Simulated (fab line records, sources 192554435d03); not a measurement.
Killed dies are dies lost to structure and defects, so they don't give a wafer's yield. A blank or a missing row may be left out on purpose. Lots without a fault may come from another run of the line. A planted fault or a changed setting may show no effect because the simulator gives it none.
Chamber matching | flow n5_finfet | N5_BEOL_M8_ETCH_62 on rie_diel-06: 4 sister chambers
The step etches SOC in N2/H2, target depth 110 nm, overetch 22 nm, time 165 s. 18 wafers are shown with their chamber, then 9 later ones without.

WAFERS WITH THEIR CHAMBER
wafer  | chamber | drypump_motor_current_A (A) | showerhead_plenum_p_Torr (Torr) | throttle_valve_pct (%)
L076.1 | 3       | 6.4                         | 2.65                            | 18.2
L076.2 | 1       | 5.9                         | 2.69                            | 17.2
L076.3 | 0       | 4.9                         | 2.41                            | 18.3
L076.4 | 0       | 4.9                         | 2.41                            | 18.3
L076.5 | 3       | 6.4                         | 2.65                            | 18.2
L076.6 | 1       | 5.9                         | 2.69                            | 17.2
L084.1 | 1       | 5.9                         | 2.68                            | 17.3
L084.2 | 2       | 6.2                         | 2.48                            | 17.7
L084.3 | 0       | 4.9                         | 2.41                            | 18.4
L084.4 | 3       | 6.5                         | 2.64                            | 18.2
L084.5 | 2       | 6.2                         | 2.48                            | 17.7
L084.6 | 1       | 5.9                         | 2.68                            | 17.3
L086.1 | 2       | 6.2                         | 2.48                            | 17.7
L086.2 | 0       | 4.9                         | 2.41                            | 18.4
L086.3 | 3       | 6.5                         | 2.64                            | 18.2
L086.4 | 1       | 5.9                         | 2.68                            | 17.3
L086.5 | 2       | 6.2                         | 2.48                            | 17.7
L086.6 | 1       | 5.9                         | 2.68                            | 17.3

SIGNATURES (means of the wafers above)
reading                  | chamber 0 | chamber 1 | chamber 2 | chamber 3 | scatter within a chamber
drypump_motor_current_A  | 4.900     | 5.900     | 6.200     | 6.450     | 0.0267
showerhead_plenum_p_Torr | 2.4100    | 2.6833    | 2.4800    | 2.6450    | 0.00408
throttle_valve_pct       | 18.350    | 17.267    | 17.700    | 18.200    | 0.0408
Rule: a wafer's distance from a chamber is the root of the sum, over the readings, of the square of ((its reading less the chamber's mean) divided by the reading's scatter). The wafer belongs to the nearest chamber; if the next one is less than 2 further off, it can't be placed. The scatter: the root of (the sum of the squares of (reading less its chamber's mean) over the shown wafers, divided by (wafers less chambers)).

WAFERS WITHOUT THEIR CHAMBER
wafer  | drypump_motor_current_A (A) | showerhead_plenum_p_Torr (Torr) | throttle_valve_pct (%)
L085.2 | 6.5                         | 2.64                            | 18.2
L085.5 | 6.2                         | 2.48                            | 17.7
L085.6 | 5.9                         | 2.68                            | 17.3
L092.1 | 6.4                         | 2.63                            | 18.2
L092.2 | 6.3                         | 2.47                            | 17.8
L092.3 | 5.9                         | 2.67                            | 17.3
L094.1 | 5.9                         | 2.67                            | 17.3
L094.5 | 6.2                         | 2.47                            | 17.8
L094.6 | 5.9                         | 2.67                            | 17.3

WHICH CHAMBER EACH WENT THROUGH
wafer  | from the rows above | in truth
L085.2 | 3                   | 3
L085.5 | 2                   | 2
L085.6 | 1                   | 1
L092.1 | 3                   | 3
L092.2 | 2                   | 2
L092.3 | 1                   | 1
L094.1 | 1                   | 1
L094.5 | 2                   | 2
L094.6 | 1                   | 1
Placed correctly: 9 of 9. Can't be placed from these rows: 0. Placed wrongly: 0.
